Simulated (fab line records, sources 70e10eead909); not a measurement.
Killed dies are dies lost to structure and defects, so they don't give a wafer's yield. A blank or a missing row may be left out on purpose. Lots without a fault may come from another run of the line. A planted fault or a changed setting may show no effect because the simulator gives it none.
fab line records | flow nand_harc
record lots=24 wafers=72 last_day=33
route steps=1302 shown A_CONTACT@1092 A_BLC@1125 A_M0@1148 A_M1@1180
lots that met no fault: from a run of the same line without faults
start_h: hours from the record's first day to the start of the lot's first wafer shown | wait_h: hours since the lot's step before | " the same as in the row above | L1.1+2: a row that stands for several wafers | - no value, or no start given | * or withheld: withheld | < > ~ a bound
route shown NAME@n: a module of which the file shows steps, and the number in the route of the first | usual: mean/standard deviation of fault-free wafers | same: alike in all rows | chamber/n: place in a boat | sites: the reading at each site | _std_site: their standard deviation | _edge_site: outer sites' mean less inner sites' | radius_mm: how far each site lies from the wafer's centre | mask NAME#n: copy n | behind: the tool/chamber that last shaped the wafer | hold: why the lot was held/for how many hours/how that ended | device: the transistor (n, p or np) that didn't switch | end of line: the same wafers' tests at the end of the route | a step without rows: its recipe alone | killed: dies lost to structure and defects at the first sort, not the wafer's yield | map: a wafer's dies, x killed, . not, _ none there
set.NAME: the setting as run; set.NAME@STEP: as run at that earlier step | model.NAME: the simulator's own value behind a step, which no gauge read
steps of the route over a sample of lots; a table a step, a row a wafer
services: from which hour (start_h, from the record's first day; less than 0 if before it) a tool's chamber was out of use, for how many hours, and why
## steps
# step NHARC_A_CONTACT_ETCH_92
# recipe target_depth_a=400 over_etch_frac=0.5 time_s=85.7 ion_energy_ev=120 ch3f_flow_sccm=50 o2_flow_sccm=30 ar_flow_sccm=200 rf_w=500 bias_w=100 chemistry=CH3F/O2
# usual drypump_motor_current_A=5.8/0.3 oes_product_au=0.931/0.022 rf_vpp_V=244.7/1.4 showerhead_plenum_p_Torr=2.48/0.088 throttle_valve_pct=20.663/0.009
# columns lot.wafer tool chamber start_h wait_h drypump_motor_current_A oes_product_au rf_hours_counter_h rf_vpp_V showerhead_plenum_p_Torr throttle_valve_pct
L074.3 rie_diel-05 2 522.88 0.4 6.1 0.950 19 243.2 2.35 20.670
L074.4 " 0 " " 5.7 0.929 18 245.2 2.48 20.668
L074.5 " 3 " " 5.7 0.946 - 244.5 2.55 20.665
L075.4 rie_diel-05 3 528.26 0.4 5.7 0.931 21 246.3 2.55 20.657
L075.3 " 0 " " 5.7 0.925 20 245.6 2.47 20.657
L075.6 " 1 " " 6.0 0.902 - 245.8 2.49 20.658
L076.1 rie_diel-05 2 534.55 0.5 6.0 0.937 22 243.1 2.35 20.666
L076.2 " 0 " " 5.7 0.939 21 244.9 2.47 20.651
L076.5 " 1 " " 6.0 0.901 - 243.3 2.49 20.658
L078.1 rie_diel-05 1 545.86 0.5 6.0 0.909 23 244.7 2.49 20.661
L078.3 " 0 " " 5.7 0.922 23 244.2 2.47 20.662
L078.6 " 1 " " 6.0 0.913 - 243.7 2.49 20.659
L077.4 rie_diel-05 2 548.48 0.4 6.1 0.918 24 242.1 2.34 20.671
L077.2 " 3 " " 5.7 0.933 24 245.2 2.55 20.685
L077.3 " 0 " " 5.7 0.922 23 244.2 2.47 20.661
L080.2 rie_diel-10 1 573.92 0.5 5.8 0.947 38 244.0 2.45 20.672
L080.1 " 2 " " 5.4 0.938 42 246.6 2.64 20.671
L080.4 " 0 " " 5.4 0.943 45 246.3 2.62 20.661
L079.1 rie_diel-05 1 578.41 0.5 6.0 0.903 29 245.8 2.49 20.656
L079.4 " 2 " " 6.1 0.936 30 241.9 2.34 20.663
L079.3 " 3 " " 5.7 0.926 30 246.1 2.55 20.648
L081.2 rie_diel-01 3 588.70 0.5 5.7 1.006 11 246.2 2.59 20.670
L081.3 " 0 " " 4.7 1.014 9 244.2 2.44 20.670
L081.6 " 1 " " 6.1 1.029 - 243.8 2.40 20.674
L082.2 rie_diel-01 1 597.03 0.5 6.1 0.947 13 242.7 2.40 20.667
L082.3 " 0 " " 4.7 0.925 12 245.3 2.44 20.654
L082.5 " 2 " " 5.8 0.919 - 246.1 2.60 20.667
L083.3 rie_diel-10 3 598.88 0.4 5.9 0.921 56 246.7 2.51 20.658
L083.4 " 1 " " 5.8 0.940 48 244.2 2.45 20.667
L083.6 " 3 " " 6.0 0.906 - 245.5 2.51 20.664
L084.3 rie_diel-05 0 611.27 0.4 5.7 0.932 7 243.7 2.47 20.655
L084.2 " 3 " " 5.7 0.940 5 245.0 2.55 20.649
L084.5 " 0 " " 5.7 0.923 - 244.7 2.47 20.657
L085.2 rie_diel-10 0 620.79 0.5 5.5 0.915 3 246.6 2.61 20.662
L085.6 " 2 " " 5.4 0.927 - 247.9 2.64 20.652
L085.5 " 3 " " 5.9 0.903 - 244.5 2.51 20.664
L086.2 rie_diel-05 1 631.69 0.5 6.0 0.924 10 245.9 2.49 20.665
L086.1 " 2 " " 6.1 0.946 9 243.0 2.34 20.668
L086.6 " 1 " " 6.0 0.904 - 245.1 2.49 20.675
L087.1 rie_diel-05 2 633.24 0.5 6.1 0.931 9 241.9 2.34 20.661
L087.4 " 0 " " 5.7 0.928 11 243.3 2.47 20.667
L087.5 " 3 " " 5.7 0.913 - 246.2 2.55 20.657
L088.2 rie_diel-05 0 650.68 0.6 5.7 0.926 14 243.8 2.47 20.652
L088.3 " 2 " " 6.1 0.929 11 241.4 2.34 20.658
L088.6 " 3 " " 5.7 0.906 - 245.1 2.54 20.655
L089.4 rie_diel-01 2 654.67 0.4 5.9 0.914 34 246.2 2.60 20.673
L089.5 " 3 " " 5.7 0.931 - 244.5 2.58 20.657
L089.6 " 0 " " 4.7 0.913 - 244.0 2.43 20.670
L090.1 rie_diel-01 0 672.20 0.5 4.8 0.924 37 243.9 2.43 20.659
L090.3 " 1 " " 6.1 0.937 37 244.9 2.39 20.658
L090.5 " 0 " " 4.7 0.932 - 243.7 2.43 20.662
L091.1 rie_diel-05 0 677.59 0.5 5.7 0.939 20 244.0 2.46 20.677
L091.5 " 3 " " 5.7 0.953 - 246.1 2.54 20.673
L091.6 " 0 " " 5.7 0.950 - 244.6 2.46 20.659
L092.2 rie_diel-05 1 703.90 0.5 6.0 0.902 24 245.2 2.48 20.673
L092.6 " 0 " " 5.7 0.924 - 245.1 2.46 20.654
L092.5 " 1 " " 6.0 0.905 - 245.1 2.48 20.657
L093.2 rie_diel-05 1 704.77 0.5 6.0 0.921 24 246.1 2.48 20.661
L093.1 " 2 " " 6.1 0.943 24 243.5 2.33 20.671
L093.5 " 1 " " 6.0 0.914 - 243.9 2.48 20.654
L094.2 rie_diel-05 2 721.33 0.5 6.1 0.946 28 242.8 2.33 20.671
L094.6 " 2 " " 6.1 0.946 - 243.0 2.33 20.656
L094.5 " 3 " " 5.7 0.930 - 244.9 2.54 20.659
L095.4 rie_diel-05 2 724.75 0.4 6.1 0.928 29 241.2 2.33 20.655
L095.1 " 0 " " 5.7 0.912 32 245.2 2.46 20.670
L095.2 " 1 " " 6.0 0.913 27 244.4 2.48 20.666
L096.4 rie_diel-10 2 732.19 0.4 5.4 0.944 38 247.8 2.62 20.681
L096.2 " 0 " " 5.5 0.924 31 247.2 2.60 20.651
L096.6 " 3 " " 5.9 0.908 - 244.9 2.50 20.659
L097.3 rie_diel-10 1 739.89 0.4 5.7 0.926 41 243.8 2.43 20.655
L097.4 " 0 " " 5.5 0.928 32 246.0 2.60 20.653
L097.5 " 2 " " 5.4 0.932 - 245.7 2.62 20.677
# step NHARC_A_BLC_STRIP_29
# recipe cf4_flow_sccm=150 ar_flow_sccm=0 bias_w=0 chemistry=CF4
# usual drypump_motor_current_A=5.8/0.47 oes_product_au=0.996/0.012 rf_vpp_V=59.3/0.89 showerhead_plenum_p_Torr=1.75/0.088 throttle_valve_pct=13.283/0.0089
# columns lot.wafer tool chamber start_h wait_h drypump_motor_current_A oes_product_au rf_hours_counter_h rf_vpp_V showerhead_plenum_p_Torr throttle_valve_pct
L074.3 rie_diel-04 0 527.17 0.1 4.9 1.010 10 59.7 1.72 13.310
L074.4 " 1 " " 5.7 1.002 10 60.7 1.89 13.273
L074.5 " 2 " " 6.0 0.983 - 60.1 1.69 13.286
L075.3 rie_diel-11 1 532.74 0.1 5.8 0.986 10 58.7 1.66 13.280
L075.4 " 3 " " 5.6 0.996 9 60.8 1.88 13.295
L075.6 " 2 " " 6.4 0.995 - 59.1 1.79 13.287
L076.1 rie_diel-11 1 538.95 0.1 5.8 0.977 10 58.1 1.66 13.290
L076.2 " 2 " " 6.4 1.004 11 59.6 1.79 13.280
L076.5 " 2 " " 6.4 1.000 - 59.6 1.79 13.290
L078.3 rie_diel-11 0 550.49 0.1 6.6 0.981 11 59.1 1.70 13.307
L078.1 " 2 " " 6.4 0.993 12 59.0 1.79 13.284
L078.6 " 3 " " 5.7 0.989 - 58.9 1.88 13.278
L077.4 rie_diel-04 2 552.84 0.1 5.9 0.996 1 60.6 1.69 13.263
L077.2 " 3 " " 6.1 1.003 1 59.2 1.68 13.287
L077.3 " 0 " " 4.9 1.000 1 59.2 1.72 13.274
L080.4 rie_diel-11 0 579.23 0.1 6.6 0.994 13 59.1 1.70 13.276
L080.2 " 2 " " 6.4 0.996 14 60.8 1.79 13.286
L080.1 " 3 " " 5.6 0.992 13 59.2 1.88 13.288
L079.3 rie_diel-11 3 582.67 0.1 5.6 0.990 13 60.1 1.88 13.290
L079.4 " 0 " " 6.7 0.985 13 58.6 1.70 13.279
L079.1 " 1 " " 5.8 0.979 14 58.0 1.66 13.272
L081.2 rie_diel-11 3 592.94 0.1 5.6 0.999 14 58.6 1.88 13.276
L081.3 " 1 " " 5.8 0.972 15 58.2 1.66 13.279
L081.6 " 0 " " 6.6 0.977 - 59.5 1.70 13.276
L082.3 rie_diel-11 3 601.49 0.1 5.7 0.994 15 59.6 1.88 13.288
L082.2 " 1 " " 5.8 0.977 15 59.3 1.66 13.273
L082.5 " 3 " " 5.7 0.979 - 60.4 1.88 13.288
L083.3 rie_diel-04 1 603.27 0.1 5.7 1.011 4 59.7 1.89 13.288
L083.4 " 2 " " 5.9 0.994 5 60.2 1.69 13.278
L083.6 " 3 " " 6.1 0.990 - 58.1 1.68 13.275
L084.3 rie_diel-04 0 615.65 0.1 4.9 1.011 5 58.8 1.72 13.283
L084.2 " 2 " " 5.9 0.986 6 58.9 1.69 13.281
L084.5 " 1 " " 5.7 1.020 - 60.8 1.89 13.288
L085.2 rie_diel-04 3 625.05 0.1 6.1 0.999 5 58.8 1.68 13.280
L085.6 " 0 " " 4.9 1.001 - 59.4 1.72 13.281
L085.5 " 1 " " 5.7 1.005 - 59.1 1.89 13.270
L086.2 rie_diel-04 0 635.94 0.1 4.9 1.007 7 60.2 1.71 13.282
L086.1 " 1 " " 5.7 1.018 7 60.2 1.89 13.289
L086.6 " 0 " " 4.9 1.001 - 59.1 1.72 13.269
L087.4 rie_diel-04 2 637.64 0.1 5.9 0.991 8 59.4 1.68 13.288
L087.1 " 3 " " 6.1 0.993 6 58.9 1.68 13.284
L087.5 " 1 " " 5.7 1.012 - 60.2 1.89 13.284
L088.2 rie_diel-04 2 655.17 0.1 6.0 0.992 10 58.9 1.68 13.285
L088.3 " 3 " " 6.1 0.995 8 59.6 1.68 13.264
L088.6 " 2 " " 5.9 0.995 - 58.8 1.68 13.293
L089.4 rie_diel-04 3 659.06 0.1 6.1 0.989 8 59.2 1.68 13.288
L089.6 " 2 " " 5.9 0.981 - 59.2 1.68 13.278
L089.5 " 3 " " 6.1 0.986 - 58.6 1.68 13.277
L090.3 rie_diel-04 2 676.48 0.1 6.0 0.975 11 58.2 1.68 13.280
L090.1 " 0 " " 4.9 0.997 10 59.1 1.71 13.276
L090.5 " 2 " " 6.0 0.981 - 58.8 1.68 13.275
L091.1 rie_diel-04 0 682.05 0.1 4.9 1.003 10 59.4 1.71 13.277
L091.6 " 1 " " 5.7 1.025 - 61.2 1.89 13.268
L091.5 " 2 " " 5.9 0.983 - 58.3 1.68 13.297
L092.2 rie_diel-04 0 708.21 0.1 4.9 1.011 11 58.6 1.71 13.273
L092.5 " 1 " " 5.7 1.014 - 60.7 1.88 13.283
L092.6 " 2 " " 5.9 0.990 - 59.5 1.68 13.284
L093.2 rie_diel-11 0 709.20 0.1 6.6 0.976 7 59.2 1.70 13.273
L093.1 " 2 " " 6.4 1.001 8 59.2 1.79 13.280
L093.5 " 1 " " 5.8 0.980 - 59.7 1.65 13.280
L094.2 rie_diel-04 2 726.13 0.1 5.9 1.008 1 58.6 1.68 13.286
L094.6 " 0 " " 4.9 1.004 - 59.6 1.71 13.278
L094.5 " 1 " " 5.7 0.998 - 60.3 1.88 13.275
L095.2 rie_diel-04 2 729.26 0.1 5.9 0.995 1 59.0 1.68 13.300
L095.1 " 3 " " 6.1 1.005 1 59.0 1.68 13.299
L095.4 " 2 " " 5.9 0.998 - 58.7 1.68 13.270
L096.2 rie_diel-04 3 736.59 0.1 6.1 1.005 1 58.7 1.68 13.296
L096.4 " 1 " " 5.7 0.997 - 59.6 1.88 13.287
L096.6 " 3 " " 6.1 1.003 - 58.1 1.67 13.294
L097.4 rie_diel-04 0 744.32 0.1 4.9 1.003 1 60.9 1.71 13.287
L097.3 " 2 " " 6.0 0.991 2 59.3 1.68 13.287
L097.5 " 3 " " 6.1 1.005 - 58.9 1.67 13.290
# step NHARC_A_M0_OVL_MEAS_10
# recipe pitch_nm=160
# usual overlay_x_nm=-0.1/0.63 overlay_y_nm=-0.1/0.93
# columns lot.wafer tool chamber start_h wait_h overlay_x_nm overlay_y_nm
L074.3 overlay-01 - 530.15 - -0.3 -1.1
L074.4 " - " " -0.3 -0.8
L074.5 " - " " -0.3 -0.8
L075.3 overlay-01 - 535.58 - -1.0 1.1
L075.4 " - " " -1.0 1.3
L075.6 " - " " -0.7 1.0
L076.1 overlay-02 - 541.85 - 0.4 -0.7
L076.2 " - " " 0.5 -0.8
L076.5 " - " " 0.3 -0.2
L078.1 overlay-01 - 553.51 - 1.1 1.2
L078.3 " - " " 1.3 1.0
L078.6 " - " " 0.9 0.4
L077.2 overlay-02 - 555.75 - -0.1 -0.3
L077.3 " - " " -0.3 -0.6
L077.4 " - " " -0.1 0.3
L080.1 overlay-02 - 582.03 - 0.9 1.8
L080.2 " - " " 1.2 1.5
L080.4 " - " " 1.5 1.5
L079.1 overlay-02 - 585.60 - -0.1 -1.4
L079.3 " - " " -0.2 -1.5
L079.4 " - " " -0.3 -0.8
L081.2 overlay-02 - 595.71 - 0.3 0.4
L081.3 " - " " -0.1 0.6
L081.6 " - " " 0.6 0.4
L082.2 overlay-01 - 604.39 - -0.4 1.5
L082.3 " - " " -0.7 1.3
L082.5 " - " " -0.5 0.9
L083.3 overlay-01 - 606.16 - 0.2 -1.4
L083.4 " - " " -0.3 -1.0
L083.6 " - " " 0.5 -0.7
L084.2 overlay-01 - 618.56 - -0.4 -0.2
L084.3 " - " " -0.2 0.1
L084.5 " - " " -0.2 0.2
L085.2 overlay-01 - 627.79 - 0.5 0.4
L085.5 " - " " 0.0 0.4
L085.6 " - " " 0.5 0.5
L086.1 overlay-01 - 638.83 - -0.5 -1.0
L086.2 " - " " -0.1 -1.0
L086.6 " - " " -0.3 -0.2
L087.1 overlay-01 - 640.52 - 0.2 -1.0
L087.4 " - " " 0.6 -0.2
L087.5 " - " " 0.3 -0.7
L088.2 overlay-01 - 658.06 - -0.3 -0.2
L088.3 " - " " -0.5 0.4
L088.6 " - " " -0.3 -0.4
L089.4 overlay-02 - 661.82 - 0.0 1.3
L089.5 " - " " -0.7 0.8
L089.6 " - " " 0.3 0.4
L090.1 overlay-01 - 679.36 - 0.4 -1.0
L090.3 " - " " 0.7 -1.1
L090.5 " - " " 0.1 -1.1
L091.1 overlay-01 - 684.96 - -0.6 -1.0
L091.5 " - " " -0.6 -0.7
L091.6 " - " " -0.3 -0.8
L092.2 overlay-02 - 711.15 - 0.5 -0.7
L092.5 " - " " 0.1 -0.3
L092.6 " - " " 0.5 0.1
L093.1 overlay-01 - 711.97 - -1.6 0.0
L093.2 " - " " -1.1 -0.4
L093.5 " - " " -1.6 -0.5
L094.2 overlay-02 - 728.87 - 1.1 -0.2
L094.5 " - " " 0.6 -0.3
L094.6 " - " " 1.1 0.3
L095.1 overlay-02 - 732.05 - -0.6 -0.9
L095.2 " - " " -1.1 -1.0
L095.4 " - " " -0.4 -0.5
L096.2 overlay-01 - 739.62 - -0.2 1.2
L096.4 " - " " -0.3 1.1
L096.6 " - " " 0.3 1.5
L097.3 overlay-02 - 747.10 - -0.1 -1.8
L097.4 " - " " 0.0 -1.0
L097.5 " - " " 0.3 -0.8
# step NHARC_A_M0_PVD_21
# recipe target_thk_a=300 chamber_pressure_pa=5 power_w=5000 substrate_temp_c=30 time_s=20.49 material=Cu
# usual chamber_pressure_pa=4.999/0.0099 throttle_valve_pct=29.6/0.89
# columns lot.wafer tool chamber start_h wait_h chamber_pressure_pa throttle_valve_pct
L074.4 pvd_sputter-02 - - - 5.016 28.4
L074.3 " - " " 4.995 30.1
L074.5 " - " " 5.005 30.6
L075.4 pvd_sputter-02 - - - 5.009 28.6
L075.3 " - " " 4.985 30.8
L075.6 " - " " 5.001 30.7
L076.2 pvd_sputter-02 - - - 5.013 30.3
L076.1 " - " " 4.985 30.3
L076.5 " - " " 4.991 29.9
L078.3 pvd_sputter-01 - - - 5.002 30.3
L078.1 " - " " 4.985 28.5
L078.6 " - " " 5.004 27.8
L077.2 pvd_sputter-03 - - - 5.000 29.3
L077.3 " - " " 5.011 31.0
L077.4 " - " " 4.988 29.6
L080.1 pvd_sputter-03 - - - 4.989 29.3
L080.4 " - " " 4.991 29.7
L080.2 " - " " 5.011 29.1
L079.3 pvd_sputter-03 - - - 4.997 31.0
L079.1 " - " " 5.006 29.2
L079.4 " - " " 5.018 29.3
L081.3 pvd_sputter-03 - - - 5.008 29.6
L081.2 " - " " 5.001 29.2
L081.6 " - " " 5.001 29.6
L082.3 pvd_sputter-03 - - - 4.990 31.5
L082.2 " - " " 5.022 29.7
L082.5 " - " " 5.002 29.3
L083.4 pvd_sputter-02 - - - 4.989 30.3
L083.3 " - " " 5.022 30.6
L083.6 " - " " 4.985 30.2
L084.2 pvd_sputter-01 - - - 4.999 29.1
L084.3 " - " " 5.002 30.6
L084.5 " - " " 4.993 29.4
L085.2 pvd_sputter-03 - - - 5.013 29.7
L085.5 " - " " 5.008 31.1
L085.6 " - " " 5.002 29.7
L086.2 pvd_sputter-02 - - - 4.998 30.4
L086.1 " - " " 5.014 28.6
L086.6 " - " " 5.002 30.6
L087.4 pvd_sputter-01 - - - 5.005 28.3
L087.1 " - " " 4.999 28.8
L087.5 " - " " 4.996 28.2
L088.3 pvd_sputter-03 - - - 5.002 29.3
L088.2 " - " " 5.001 29.3
L088.6 " - " " 4.993 29.2
L089.4 pvd_sputter-01 - - - 4.989 28.6
L089.5 " - " " 5.004 30.5
L089.6 " - " " 5.003 29.4
L090.1 pvd_sputter-02 - - - 4.984 28.2
L090.3 " - " " 4.984 29.2
L090.5 " - " " 4.996 28.3
L091.1 pvd_sputter-01 - - - 4.994 28.3
L091.5 " - " " 4.997 29.5
L091.6 " - " " 4.988 28.9
L092.2 pvd_sputter-02 - - - 5.007 29.6
L092.6 " - " " 5.019 29.5
L092.5 " - " " 4.978 28.3
L093.1 pvd_sputter-02 - - - 5.000 29.3
L093.2 " - " " 4.989 29.7
L093.5 " - " " 5.010 30.0
L094.2 pvd_sputter-01 - - - 4.996 28.6
L094.6 " - " " 4.971 30.3
L094.5 " - " " 4.994 29.5
L095.2 pvd_sputter-03 - - - 5.004 28.4
L095.1 " - " " 4.993 31.2
L095.4 " - " " 5.021 29.9
L096.4 pvd_sputter-01 - - - 4.997 30.4
L096.2 " - " " 4.982 29.5
L096.6 " - " " 5.004 29.1
L097.4 pvd_sputter-03 - - - 5.014 29.7
L097.3 " - " " 4.998 29.5
L097.5 " - " " 5.011 29.9
# step NHARC_A_M0_PRE_CLEAN_31
# recipe time_s=12 temp_c=370 rf_power_w=300 gas=NH3
# usual heater_power_w=623/88 susceptor_temp_C=369.99/0.23
# columns lot.wafer tool chamber start_h wait_h heater_power_w susceptor_temp_C
L074.3 pecvd-02 0 532.78 0.1 636 370.10
L074.5 " 0 " " 640 370.25
L074.4 " 2 " " 719 370.03
L075.3 pecvd-02 0 538.26 0.1 579 370.00
L075.6 " 1 " " 583 370.12
L075.4 " 2 " " 668 369.56
L076.2 pecvd-01 2 544.49 0.1 601 370.15
L076.1 " 0 " " 775 369.88
L076.5 " 2 " " 583 369.69
L078.1 pecvd-02 0 556.16 0.1 695 370.25
L078.3 " 1 " " 518 370.13
L078.6 " 1 " " 528 370.02
L077.2 pecvd-02 1 558.39 0.1 500 369.70
L077.3 " 0 " " 697 370.38
L077.4 " 0 " " 705 370.00
L080.2 pecvd-04 2 584.70 0.1 798 369.91
L080.1 " 1 " " 517 370.24
L080.4 " 1 " " 517 369.91
L079.3 pecvd-02 2 588.27 0.1 700 369.95
L079.1 " 0 " " 657 369.69
L079.4 " 0 " " 653 369.87
L081.3 pecvd-01 2 598.47 0.1 605 369.65
L081.2 " 0 " " 720 370.16
L081.6 " 0 " " 726 369.95
L082.2 pecvd-04 2 607.04 0.1 777 369.63
L082.3 " 1 " " 493 369.41
L082.5 " 2 " " 757 369.96
L083.3 pecvd-04 1 608.83 0.1 514 369.82
L083.6 " 2 " " 690 370.25
L083.4 " 0 " " 531 370.11
L084.2 pecvd-01 2 621.25 0.1 608 370.22
L084.3 " 1 " " 538 369.98
L084.5 " 0 " " 764 369.80
L085.2 pecvd-01 2 630.44 0.1 638 369.89
L085.6 " 1 " " 643 369.85
L085.5 " 2 " " 626 369.58
L086.2 pecvd-02 2 641.52 0.1 755 370.12
L086.1 " 0 " " 685 370.05
L086.6 " 0 " " 685 369.88
L087.1 pecvd-02 2 643.53 0.1 696 370.35
L087.4 " 0 " " 633 369.96
L087.5 " 1 " " 500 369.91
L088.2 pecvd-01 1 660.76 0.1 600 369.76
L088.3 " 1 " " 614 369.99
L088.6 " 1 " " 602 370.16
L089.6 pecvd-02 0 664.57 0.1 568 369.94
L089.4 " 1 " " 520 370.50
L089.5 " 2 " " 671 369.67
L090.3 pecvd-04 1 682.13 0.1 496 370.01
L090.1 " 2 " " 728 370.22
L090.5 " 1 " " 489 370.05
L091.1 pecvd-04 1 687.77 0.1 538 370.21
L091.6 " 0 " " 566 369.68
L091.5 " 1 " " 547 370.14
L092.2 pecvd-04 2 713.84 0.1 788 369.73
L092.6 " 2 " " 785 370.09
L092.5 " 0 " " 521 370.08
L093.2 pecvd-02 2 714.69 0.1 728 369.98
L093.1 " 0 " " 620 369.97
L093.5 " 1 " " 544 370.10
L094.2 pecvd-02 2 732.03 0.1 670 369.93
L094.6 " 2 " " 652 370.03
L094.5 " 0 " " 657 370.37
L095.2 pecvd-02 2 734.72 0.1 706 369.65
L095.1 " 1 " " 566 369.88
L095.4 " 1 " " 566 370.09
L096.2 pecvd-04 0 742.62 0.1 553 369.89
L096.6 " 1 " " 531 370.08
L096.4 " 2 " " 738 370.39
L097.3 pecvd-02 2 749.81 0.1 748 370.02
L097.5 " 0 " " 594 369.38
L097.4 " 2 " " 762 369.83
# step NHARC_A_M1_OVL_MEAS_10
# recipe pitch_nm=240
# usual overlay_x_nm=-0.2/0.79 overlay_y_nm=0.0/0.79
# columns lot.wafer tool chamber start_h wait_h overlay_x_nm overlay_y_nm
L074.3 overlay-02 - 534.17 - 0.0 1.3
L074.4 " - " " -0.3 0.3
L074.5 " - " " -0.5 0.7
L075.3 overlay-01 - 539.65 - -0.8 -1.3
L075.4 " - " " -0.9 -0.5
L075.6 " - " " -0.7 -0.5
L076.1 overlay-01 - 545.89 - 0.8 1.5
L076.2 " - " " 0.3 0.8
L076.5 " - " " 1.2 1.6
L078.1 overlay-02 - 557.56 - -0.3 0.5
L078.3 " - " " -0.4 0.6
L078.6 " - " " -0.5 -0.1
L077.2 overlay-01 - 559.80 - -1.1 -0.8
L077.3 " - " " -0.8 -1.4
L077.4 " - " " -0.6 -1.5
L080.1 overlay-02 - 586.28 - -0.4 1.0
L080.2 " - " " -0.4 0.6
L080.4 " - " " -0.6 0.8
L079.1 overlay-02 - 589.70 - 0.1 -0.8
L079.3 " - " " -0.6 -0.7
L079.4 " - " " -0.5 -0.6
L081.2 overlay-01 - 600.28 - -0.7 1.3
L081.3 " - " " -0.7 1.0
L081.6 " - " " -0.7 0.8
L082.2 overlay-02 - 608.31 - 0.2 0.7
L082.3 " - " " 0.3 0.1
L082.5 " - " " 0.1 0.2
L083.3 overlay-02 - 610.23 - 0.2 -0.7
L083.4 " - " " 0.5 -0.7
L083.6 " - " " 0.7 -0.2
L084.2 overlay-01 - 622.66 - 1.0 -0.2
L084.3 " - " " 0.9 -1.3
L084.5 " - " " 0.5 -0.7
L085.2 overlay-02 - 631.72 - -1.8 -0.6
L085.5 " - " " -2.2 -0.9
L085.6 " - " " -1.9 -0.8
L086.1 overlay-02 - 642.90 - -1.2 -0.1
L086.2 " - " " -0.8 -0.3
L086.6 " - " " -0.4 -0.1
L087.1 overlay-02 - 644.92 - -1.0 -0.2
L087.4 " - " " -1.1 0.0
L087.5 " - " " -1.6 0.2
L088.2 overlay-01 - 662.19 - 0.8 -0.7
L088.3 " - " " 0.7 -0.4
L088.6 " - " " 0.8 -0.1
L089.4 overlay-02 - 666.09 - 0.1 0.6
L089.5 " - " " 0.3 0.1
L089.6 " - " " -0.8 0.1
L090.1 overlay-02 - 683.54 - -0.7 -0.3
L090.3 " - " " -0.2 -0.7
L090.5 " - " " -0.5 -0.5
L091.1 overlay-02 - 689.05 - 0.3 -0.9
L091.5 " - " " 0.9 -1.2
L091.6 " - " " 1.0 -1.1
L092.2 overlay-01 - 715.13 - 0.7 0.1
L092.5 " - " " 1.2 -0.4
L092.6 " - " " 1.2 -0.6
L093.1 overlay-02 - 716.09 - -0.1 0.0
L093.2 " - " " 0.0 -0.5
L093.5 " - " " -0.4 -0.1
L094.2 overlay-01 - 733.45 - -1.4 -1.5
L094.5 " - " " -1.2 -1.7
L094.6 " - " " -0.3 -1.1
L095.1 overlay-01 - 736.14 - 0.0 0.3
L095.2 " - " " -0.2 -0.2
L095.4 " - " " -0.8 -0.7
L096.2 overlay-01 - 743.99 - 0.4 1.5
L096.4 " - " " 0.8 1.2
L096.6 " - " " 0.5 1.3
L097.3 overlay-02 - 751.07 - -0.5 1.5
L097.4 " - " " -0.8 1.1
L097.5 " - " " -1.0 0.8
## services
# columns tool chamber start_h hours kind
rie_diel-05 2 503.05 1.7 repair
rie_diel-04 0 514.50 6.3 repair
pvd_sputter-02 - 525.18 2.5 repair
pvd_sputter-03 - 526.03 10.0 pm
rie_diel-04 - 531.95 9.0 pm
pvd_sputter-03 - 562.72 8.9 repair
pecvd-02 - 568.46 7.1 repair
rie_diel-11 0 583.12 2.5 repair
rie_diel-05 - 584.22 9.0 pm
pecvd-02 - 589.38 13.0 pm
rie_diel-04 3 593.63 9.0 repair
rie_diel-11 - 609.50 9.0 pm
rie_diel-04 0 636.12 1.2 repair
pvd_sputter-03 - 637.22 10.8 repair
rie_diel-04 1 640.51 11.2 repair
rie_diel-05 0 641.73 1.7 repair
pvd_sputter-02 - 651.84 10.0 pm
rie_diel-04 1 682.10 4.4 repair
rie_diel-05 1 684.98 12.2 repair
pvd_sputter-03 - 704.03 10.0 pm
rie_diel-04 - 708.95 9.0 pm
pvd_sputter-03 - 714.56 0.5 repair
rie_diel-04 0 729.07 9.3 repair
rie_diel-04 2 735.91 5.1 repair
## key
fault none
